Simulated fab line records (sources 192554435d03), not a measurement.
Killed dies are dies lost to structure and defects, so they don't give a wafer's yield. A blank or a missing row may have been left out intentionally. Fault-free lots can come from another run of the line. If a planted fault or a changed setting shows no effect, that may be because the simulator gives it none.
The tool behind it: which one?	flow n5-finfet	24 lots with 72 wafers sampled at 6 steps, on a route of 1938 steps

WHAT THE GAUGES SHOWED, per wafer
N5_MOL_CONTACT_COAG_CD_MEAS_08: target cd 28 nm. Usual: cd-nm reads 27.97 nm (standard deviation 0.25).
lot	measured	on	cd-nm (nm)	flag
L074	day 4 14:16	cd-sem-02	28.05 27.58 27.75	
L075	day 4 21:14	cd-sem-03	28.19 27.68 28.17	
L076	day 5 04:02	cd-sem-01	28.13 27.66 28.16	
L077	day 5 10:16	cd-sem-02	28.43 28.17 28.59	
L078	day 5 17:19	cd-sem-03	27.81 27.80 27.55	
L079	day 6 03:14	cd-sem-01	27.68 28.40 28.15	
L080	day 6 04:28	cd-sem-01	27.75 27.62 27.71	
L081	day 6 10:53	cd-sem-03	28.06 27.86 28.04	
L082	day 6 15:04	cd-sem-03	28.21 28.28 27.88	
L083	day 6 19:15	cd-sem-03	27.95 28.51 27.83	
L084	day 7 03:10	cd-sem-01	28.00 27.98 27.97	
L085	day 7 15:37	cd-sem-02	27.99 27.53 27.95	
L086	day 7 18:52	cd-sem-02	27.86 27.67 27.98	
L087	day 7 22:04	cd-sem-03	27.65 27.68 27.72	
L088	day 8 09:19	cd-sem-03	27.92 28.33 27.90	
L089	day 8 11:41	cd-sem-02	28.07 27.85 27.84	
L090	day 8 14:35	cd-sem-02	28.07 28.12 28.06	
L091	day 9 00:08	cd-sem-01	28.31 28.13 27.53	
L092	day 9 07:32	cd-sem-02	28.09 28.09 28.10	
L093	day 9 11:01	cd-sem-02	28.08 27.77 27.94	
L094	day 9 18:52	cd-sem-03	27.88 27.82 28.38	
L095	day 9 23:19	cd-sem-02	27.71 27.60 27.94	
L096	day 10 04:19	cd-sem-03	28.08 28.16 27.92	
L097	day 10 11:22	cd-sem-02	28.18 27.95 27.86	

N5_MOL_CONTACT_COAG_INSPECT_10: inspects for defects (brightfield). Usual: raw-defect-count reads 84 (standard deviation 33).
lot	measured	on	raw-defect-count	flag
L074	day 4 14:21	defect-inspect-01	123 98 125	
L075	day 4 21:19	defect-inspect-02	56 78 59	
L076	day 5 04:07	defect-inspect-02	134 166 182	
L077	day 5 10:21	defect-inspect-01	77 98 94	
L078	day 5 17:24	defect-inspect-02	100 125 96	
L079	day 6 03:20	defect-inspect-01	86 156 79	
L080	day 6 04:33	defect-inspect-02	58 102 62	
L081	day 6 10:58	defect-inspect-02	53 41 53	
L082	day 6 15:09	defect-inspect-01	87 67 76	
L083	day 6 19:20	defect-inspect-01	119 38 93	
L084	day 7 03:15	defect-inspect-01	38 78 55	
L085	day 7 15:43	defect-inspect-02	81 54 59	
L086	day 7 18:58	defect-inspect-01	58 67 56	
L087	day 7 22:09	defect-inspect-02	86 87 125	
L088	day 8 09:24	defect-inspect-01	106 40 103	
L089	day 8 11:47	defect-inspect-02	48 56 54	
L090	day 8 14:41	defect-inspect-02	90 179 66	
L091	day 9 00:14	defect-inspect-02	56 61 78	
L092	day 9 07:37	defect-inspect-01	96 151 53	
L093	day 9 11:07	defect-inspect-01	128 131 132	
L094	day 9 18:58	defect-inspect-01	124 125 81	
L095	day 9 23:24	defect-inspect-02	73 51 70	
L096	day 10 04:23	defect-inspect-02	69 47 68	
L097	day 10 11:28	defect-inspect-01	87 44 90	

EACH LOT AND THE TOOL THAT RAN IT (in order: tool; ch and the chambers of the sampled wafers; start)
lot	N5_GATE_CUT_STRIP_41	N5_GATE_CUT_STRIP_42	N5_GATE_CUT_STRIP_21	N5_GATE_CUT_CMP_61
L074	rie-diel-02 ch 0,1,3, day 4 10:22	rie-diel-02 ch 0,1,3, day 4 10:23	plasma-asher-02 ch 0,1, day 4 11:05	cmp-04 ch 1,3, day 4 13:34
L075	rie-diel-04 ch 0,1,2, day 4 17:32	rie-diel-04 ch 0,1,2, day 4 17:34	plasma-asher-01 ch 0,1, day 4 18:01	cmp-03 ch 1,2,3, day 4 20:37
L076	rie-diel-06 ch 2,3, day 5 00:20	rie-diel-06 ch 2,3, day 5 00:21	plasma-asher-01 ch 0,1, day 5 00:47	cmp-01 ch 0,1,2, day 5 03:28
L077	rie-diel-06 ch 1,2, day 5 06:26	rie-diel-06 ch 1,2, day 5 06:27	plasma-asher-01 ch 0,1, day 5 07:10	cmp-04 ch 1,3, day 5 09:38
L078	rie-diel-02 ch 1,2,3, day 5 13:45	rie-diel-02 ch 1,2,3, day 5 13:46	plasma-asher-02 ch 0,1, day 5 14:14	cmp-01 ch 0,2,3, day 5 16:41
L079	rie-diel-02 ch 0,2,3, day 5 23:32	rie-diel-02 ch 0,2,3, day 5 23:34	plasma-asher-01 ch 0,1, day 6 00:16	cmp-03 ch 0,1,3, day 6 02:44
L080	rie-diel-06 ch 0,2,3, day 6 01:01	rie-diel-06 ch 0,2,3, day 6 01:02	plasma-asher-01 ch 1, day 6 01:29	cmp-03 ch 1,2, day 6 03:58
L081	rie-diel-06 ch 0,2,3, day 6 07:27	rie-diel-06 ch 0,2,3, day 6 07:28	plasma-asher-02 ch 0,1, day 6 07:55	cmp-04 ch 0,3, day 6 10:21
L082	rie-diel-06 ch 0,1,3, day 6 11:30	rie-diel-06 ch 0,1,3, day 6 11:31	plasma-asher-02 ch 0,1, day 6 11:57	cmp-01 ch 2,3, day 6 14:26
L083	rie-diel-02 ch 1,2,3, day 6 15:49	rie-diel-02 ch 1,2,3, day 6 15:50	plasma-asher-02 ch 0,1, day 6 16:17	cmp-01 ch 1,3, day 6 18:45
L084	rie-diel-06 ch 1,2, day 6 23:36	rie-diel-06 ch 1,2, day 6 23:37	plasma-asher-02 ch 0,1, day 7 00:04	cmp-03 ch 0,2, day 7 02:30
L085	rie-diel-02 ch 1,3, day 7 12:04	rie-diel-02 ch 1,3, day 7 12:05	plasma-asher-02 ch 0,1, day 7 12:31	cmp-01 ch 0,1, day 7 14:58
L086	rie-diel-06 ch 2,3, day 7 15:12	rie-diel-06 ch 2,3, day 7 15:13	plasma-asher-02 ch 0,1, day 7 15:40	cmp-04 ch 0,2, day 7 18:22
L087	rie-diel-04 ch 2,3, day 7 18:30	rie-diel-04 ch 2,3, day 7 18:31	plasma-asher-02 ch 0,1, day 7 18:58	cmp-03 ch 0,2,3, day 7 21:30
L088	rie-diel-02 ch 1,2,3, day 8 04:43	rie-diel-02 ch 1,2,3, day 8 04:44	plasma-asher-02 ch 0,1, day 8 05:11	cmp-03 ch 0,1,3, day 8 08:40
L089	rie-diel-02 ch 0,1,2, day 8 08:08	rie-diel-02 ch 0,1,2, day 8 08:09	plasma-asher-02 ch 0,1, day 8 08:35	cmp-03 ch 0,2, day 8 11:04
L090	rie-diel-04 ch 0,3, day 8 10:53	rie-diel-04 ch 0,3, day 8 10:54	plasma-asher-02 ch 0, day 8 11:20	cmp-04 ch 0,2, day 8 13:58
L091	rie-diel-06 ch 1,3, day 8 20:42	rie-diel-06 ch 1,3, day 8 20:43	plasma-asher-01 ch 0, day 8 21:10	cmp-04 ch 0,1,2, day 8 23:38
L092	rie-diel-02 ch 1,2, day 9 03:40	rie-diel-02 ch 1,2, day 9 03:41	plasma-asher-02 ch 0,1, day 9 04:25	cmp-04 ch 0,2,3, day 9 07:00
L093	rie-diel-02 ch 0,1,2, day 9 07:28	rie-diel-02 ch 0,1,2, day 9 07:29	plasma-asher-01 ch 0,1, day 9 07:55	cmp-01 ch 0,2,3, day 9 10:24
L094	rie-diel-06 ch 0,3, day 9 15:19	rie-diel-06 ch 0,3, day 9 15:20	plasma-asher-01 ch 0,1, day 9 15:46	cmp-03 ch 0,1,3, day 9 18:17
L095	rie-diel-04 ch 0,2,3, day 9 19:47	rie-diel-04 ch 0,2,3, day 9 19:49	plasma-asher-02 ch 0,1, day 9 20:15	cmp-03 ch 0,2,3, day 9 22:47
L096	rie-diel-02 ch 0,2,3, day 10 00:44	rie-diel-02 ch 0,2,3, day 10 00:46	plasma-asher-02 ch 0,1, day 10 01:12	cmp-04 ch 0,1,3, day 10 03:39
L097	rie-diel-06 ch 0,2,3, day 10 07:46	rie-diel-06 ch 0,2,3, day 10 07:47	plasma-asher-01 ch 0,1, day 10 08:13	cmp-01 ch 2,3, day 10 10:44
- N5_GATE_CUT_STRIP_41: strips in CF4.
- N5_GATE_CUT_STRIP_42: strips in O2.
- N5_GATE_CUT_STRIP_21: strips in N2/H2, time 30 s.
- N5_GATE_CUT_CMP_61: polishes, stops on SiNx, t overpolish 3 s.

WHAT THE TOOLS THEMSELVES READ (means of the sampled wafers that have a number; where no wafer has one, the mark that the record gives instead)
N5_GATE_CUT_STRIP_41. Usual: drypump-motor-current-A 5.4 A, standard deviation 0.49; oes-product-au 0.178 a.u., standard deviation 0.022; rf-vpp-V 271.1 V, standard deviation 1.7; showerhead-plenum-p-Torr 1.79 Torr, standard deviation 0.072; throttle-valve-pct 13.65 %, standard deviation 0.27.
lot	tool	drypump-motor-current-A (A)	oes-product-au (a.u.)	rf-vpp-V (V)	showerhead-plenum-p-Torr (Torr)	throttle-valve-pct (%)	flag
L074	rie-diel-02	5.9	0.166	271.0	1.75	13.71	
L075	rie-diel-04	5.4	0.208	272.2	1.82	13.27	
L076	rie-diel-06	4.7	0.165	270.4	1.76	13.82	
L077	rie-diel-06	5.4	0.159	269.8	1.74	13.88	
L078	rie-diel-02	5.8	0.166	271.6	1.80	13.73	
L079	rie-diel-02	5.7	0.167	271.6	1.80	13.86	
L080	rie-diel-06	4.7	0.165	270.3	1.76	13.81	
L081	rie-diel-06	4.7	0.166	269.6	1.76	13.82	
L082	rie-diel-06	5.1	0.187	271.1	1.78	13.59	
L083	rie-diel-02	5.8	0.163	271.2	1.80	13.74	
L084	rie-diel-06	5.4	0.195	270.2	1.74	13.54	
L085	rie-diel-02	6.0	0.163	270.1	1.74	13.63	
L086	rie-diel-06	4.7	0.164	271.7	1.80	13.78	
L087	rie-diel-04	5.4	0.190	271.5	1.83	13.47	
L088	rie-diel-02	5.8	0.164	271.5	1.79	13.77	
L089	rie-diel-02	5.8	0.181	271.9	1.82	13.57	
L090	rie-diel-04	5.7	0.198	272.2	1.83	13.49	
L091	rie-diel-06	5.1	0.177	271.7	1.82	13.59	
L092	rie-diel-02	5.8	0.159	270.1	1.74	13.66	
L093	rie-diel-02	5.8	0.179	272.4	1.82	13.59	
L094	rie-diel-06	4.8	0.165	270.2	1.76	13.82	
L095	rie-diel-04	5.5	0.190	272.0	1.83	13.51	
L096	rie-diel-02	5.7	0.201	272.6	1.86	13.54	
L097	rie-diel-06	4.7	0.179	270.8	1.83	13.69	

N5_GATE_CUT_STRIP_42. Usual: drypump-motor-current-A 5.4 A, standard deviation 0.49; oes-product-au 0.77 a.u., standard deviation 0.11; rf-vpp-V 3.6 V, standard deviation 0.5; showerhead-plenum-p-Torr 2.10 Torr, standard deviation 0.089; throttle-valve-pct 16.75 %, standard deviation 0.24.
lot	tool	drypump-motor-current-A (A)	oes-product-au (a.u.)	rf-vpp-V (V)	showerhead-plenum-p-Torr (Torr)	throttle-valve-pct (%)	flag
L074	rie-diel-02	5.9	0.71	3.3	2.05	16.81	
L075	rie-diel-04	5.4	0.90	3.5	2.14	16.41	
L076	rie-diel-06	4.7	0.71	3.1	2.03	16.79	
L077	rie-diel-06	5.4	0.68	3.4	2.04	16.94	
L078	rie-diel-02	5.8	0.71	3.4	2.12	16.86	
L079	rie-diel-02	5.7	0.71	3.8	2.11	16.93	
L080	rie-diel-06	4.7	0.72	3.4	2.05	16.81	
L081	rie-diel-06	4.8	0.72	3.5	2.04	16.82	
L082	rie-diel-06	5.1	0.80	3.1	2.08	16.73	
L083	rie-diel-02	5.8	0.71	4.0	2.12	16.88	
L084	rie-diel-06	5.4	0.86	3.4	2.04	16.69	
L085	rie-diel-02	6.0	0.69	3.7	2.05	16.79	
L086	rie-diel-06	4.8	0.69	3.4	2.10	16.78	
L087	rie-diel-04	5.4	0.83	3.5	2.16	16.67	
L088	rie-diel-02	5.8	0.69	4.0	2.11	16.89	
L089	rie-diel-02	5.8	0.78	3.5	2.14	16.68	
L090	rie-diel-04	5.7	0.87	3.7	2.15	16.62	
L091	rie-diel-06	5.1	0.77	3.8	2.14	16.71	
L092	rie-diel-02	5.8	0.68	3.9	2.06	16.78	
L093	rie-diel-02	5.8	0.77	3.7	2.13	16.69	
L094	rie-diel-06	4.8	0.72	3.3	2.05	16.86	
L095	rie-diel-04	5.5	0.84	3.0	2.16	16.68	
L096	rie-diel-02	5.8	0.86	3.9	2.18	16.67	
L097	rie-diel-06	4.8	0.78	3.5	2.12	16.72	

N5_GATE_CUT_STRIP_21. Usual: drypump-motor-current-A 6.1 A, standard deviation 0.45; heater-power-w 344 W, standard deviation 29.
lot	tool	drypump-motor-current-A (A)	heater-power-w (W)	flag
L074	plasma-asher-02	5.9	363	
L075	plasma-asher-01	6.3	304	
L076	plasma-asher-01	6.3	321	
L077	plasma-asher-01	6.3	320	
L078	plasma-asher-02	6.2	362	
L079	plasma-asher-01	6.3	323	
L080	plasma-asher-01	6.4	293	
L081	plasma-asher-02	5.8	359	
L082	plasma-asher-02	6.2	356	
L083	plasma-asher-02	5.9	366	
L084	plasma-asher-02	6.2	360	
L085	plasma-asher-02	5.8	364	
L086	plasma-asher-02	6.2	359	
L087	plasma-asher-02	5.8	367	
L088	plasma-asher-02	5.9	368	
L089	plasma-asher-02	6.2	359	
L090	plasma-asher-02	6.6	350	
L091	plasma-asher-01	6.3	335	
L092	plasma-asher-02	5.8	369	
L093	plasma-asher-01	6.3	326	
L094	plasma-asher-01	6.3	325	
L095	plasma-asher-02	6.2	357	
L096	plasma-asher-02	5.9	367	
L097	plasma-asher-01	6.3	312	

N5_GATE_CUT_CMP_61. Usual: edge-zone-pressure-frac 1.000, standard deviation 0.0051; motor-current-A 11.7 A, standard deviation 1.2.
lot	tool	edge-zone-pressure-frac	motor-current-A (A)	flag
L074	cmp-04	0.996	12.0	
L075	cmp-03	0.997	11.1	
L076	cmp-01	0.996	11.4	
L077	cmp-04	1.006	12.1	
L078	cmp-01	1.004	12.1	
L079	cmp-03	0.997	11.0	
L080	cmp-03	0.999	11.0	
L081	cmp-04	0.998	11.5	
L082	cmp-01	1.000	13.1	
L083	cmp-01	1.007	14.0	
L084	cmp-03	1.000	10.9	
L085	cmp-01	1.000	12.5	
L086	cmp-04	0.993	12.6	
L087	cmp-03	1.001	11.2	
L088	cmp-03	1.000	10.7	
L089	cmp-03	0.998	10.8	
L090	cmp-04	0.996	12.9	
L091	cmp-04	1.003	11.5	
L092	cmp-04	1.001	11.8	
L093	cmp-01	0.999	12.2	
L094	cmp-03	0.996	10.9	
L095	cmp-03	1.004	11.2	
L096	cmp-04	1.000	11.7	
L097	cmp-01	0.999	12.0	

THE ANSWER, worked out from the rows above alone
Rule: lot off if the mean of its wafers having a number is beyond 3 standard deviations from the usual mean. Also off: a lot with no number at a reading for which 4 or more lots have one. Where the step has rows for the other lots, those lots are counted as sound. Order of review: gauges by route order, followed by the tools' own readings, for which a lot's mean as printed above is used. At the first step where some lot is off, the reading lying furthest off is the one used; lots without a number count as furthest.
Nothing can be told from this: no lot is off at any reading shown.

WHAT WAS PUT IN BY THE SIMULATOR
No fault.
